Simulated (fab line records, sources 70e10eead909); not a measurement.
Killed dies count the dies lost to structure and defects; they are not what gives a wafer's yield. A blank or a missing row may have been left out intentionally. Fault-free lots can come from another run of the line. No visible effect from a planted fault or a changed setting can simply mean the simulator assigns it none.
What tool caused it? -- flow nand_harc -- Sampling: 13 lots, 39 wafers, 3 of 1302 route steps

WHAT EACH GAUGE READ, for each wafer
NHARC_P_GATE_INSPECT_28.
lot,measured,on,raw_defect_count
L734,day 5 17:23,defect_inspect-01,10 8 5
L735,day 6 05:29,defect_inspect-01,6 4 7
L739,day 7 18:19,defect_inspect-01,6 10 4
L741,day 8 17:58,defect_inspect-02,764 772 756 762 760 752
L742,day 9 08:59,defect_inspect-02,772 780 781 779 770 773
L747,day 11 15:24,defect_inspect-01,10 3 3
L749,day 12 09:53,defect_inspect-01,9 4 6
L750,day 12 14:31,defect_inspect-01,1 7 3
L751,day 12 22:27,defect_inspect-01,5 5 2
L752,day 13 12:20,defect_inspect-02,2 8 12
L753,day 13 23:02,defect_inspect-01,7 4 5
L754,day 14 08:15,defect_inspect-02,8 4 8
L755,day 14 14:37,defect_inspect-02,9 8 3

EACH LOT AND THE TOOL THAT RAN IT (in order: tool; ch and the chambers of the sampled wafers; start)
lot,NHARC_P_GATE_DESCUM_13,NHARC_P_GATE_DEP_103
L734,"rie_diel-09 ch 0,1,2, day 5 03:39","pecvd-04 ch 0,1, day 5 16:35"
L735,"rie_diel-04 ch 1,2,3, day 5 15:17","pecvd-02 ch 1,2, day 6 04:42"
L739,"rie_diel-12 ch 1,2,3, day 7 04:29","pecvd-02 ch 0,1,2, day 7 17:32"
L741,"rie_diel-09 ch 1,2,3, day 8 04:10","pecvd-02 ch 0,2, day 8 17:13"
L742,"rie_diel-12 ch 0,1,2, day 8 16:21","pecvd-02 ch 0,1, day 9 08:19"
L747,"rie_diel-12 ch 0,2,3, day 10 22:26","pecvd-03 ch 0,2, day 11 14:35"
L749,"rie_diel-04 ch 1,2, day 11 17:57","pecvd-03 ch 1,2, day 12 09:10"
L750,"rie_diel-09 ch 0,2, day 11 23:59","pecvd-03 ch 0,1, day 12 13:43"
L751,"rie_diel-04 ch 2,3, day 12 07:07","pecvd-02 ch 0,2, day 12 21:50"
L752,"rie_diel-12 ch 0,3, day 12 22:12","pecvd-04 ch 0,1,2, day 13 11:32"
L753,"rie_diel-09 ch 1,3, day 13 03:14","pecvd-02 ch 0,1,2, day 13 22:14"
L754,"rie_diel-09 ch 0,1,2, day 13 14:23","pecvd-03 ch 0,1, day 14 07:26"
L755,"rie_diel-12 ch 0,1,3, day 13 22:29","pecvd-03 ch 0,1, day 14 13:50"
- NHARC_P_GATE_DESCUM_13: chemistry O2, time 3 s.
- NHARC_P_GATE_DEP_103: deposits SiON, target thk 30 nm.

WHAT THE TOOLS THEMSELVES READ (means of the sampled wafers that have a number; where no wafer has one, the mark that the record gives instead)
NHARC_P_GATE_DESCUM_13.
lot,tool,drypump_motor_current_A (A),oes_product_au (a.u.),rf_vpp_V (V),showerhead_plenum_p_Torr (Torr),throttle_valve_pct (%)
L734,rie_diel-09,5.5,0.995,57.1,1.89,11.312
L735,rie_diel-04,6.0,0.991,57.9,1.89,11.299
L739,rie_diel-12,5.8,1.004,58.3,1.82,11.299
L741,rie_diel-09,5.6,0.995,56.6,1.91,11.306
L742,rie_diel-12,6.0,1.006,57.5,1.88,11.322
L747,rie_diel-12,6.4,0.996,57.8,1.88,11.322
L749,rie_diel-04,5.8,0.998,57.4,1.92,11.309
L750,rie_diel-09,5.9,0.998,58.0,1.90,11.319
L751,rie_diel-04,6.4,0.985,57.4,1.91,11.312
L752,rie_diel-12,6.3,1.003,57.7,1.92,11.315
L753,rie_diel-09,5.3,0.992,56.7,1.89,11.324
L754,rie_diel-09,5.6,1.006,58.0,1.88,11.316
L755,rie_diel-12,5.7,0.992,56.6,1.85,11.306

NHARC_P_GATE_DEP_103.
lot,tool,heater_power_w (W)
L734,pecvd-04,745
L735,pecvd-02,783
L739,pecvd-02,646
L741,pecvd-02,696
L742,pecvd-02,627
L747,pecvd-03,762
L749,pecvd-03,690
L750,pecvd-03,758
L751,pecvd-02,733
L752,pecvd-04,744
L753,pecvd-02,691
L754,pecvd-03,759
L755,pecvd-03,689

THE ANSWER, worked out from the rows above alone
Rule: the usual values come from the lots themselves. Put in order of their means at a reading, lots are off if they are a third of the lots or fewer, leave a main group of 4 or more, and stand apart from it by a gap of 3 or more times the standard deviation of the main group's means; of several such gaps the widest counts. Not used: any main group whose means are identical at the precision the tables above print for the reading. Also off: a lot with no number at a reading for which 4 or more lots have one. Any other lot the step has rows for is counted as sound. Order of review: gauges by route order, followed by the tools' own readings, for which a lot's mean as printed above is used. The first step at which some lot is off is used, and at that step the reading that is off furthest; a lot without a number counts as furthest.
Off: L741, L742 (NHARC_P_GATE_INSPECT_28, raw_defect_count). Mean 5.9 and standard deviation 1.2 in the main group.
A tool fits if, at a process step before that reading, it ran every lot that is off, and no sound lot after the first of them. Gauges at NHARC_P_GATE_INSPECT_28: tried the same way as those tools. No candidate that was tried fits.

WHAT THE SIMULATOR PUT IN
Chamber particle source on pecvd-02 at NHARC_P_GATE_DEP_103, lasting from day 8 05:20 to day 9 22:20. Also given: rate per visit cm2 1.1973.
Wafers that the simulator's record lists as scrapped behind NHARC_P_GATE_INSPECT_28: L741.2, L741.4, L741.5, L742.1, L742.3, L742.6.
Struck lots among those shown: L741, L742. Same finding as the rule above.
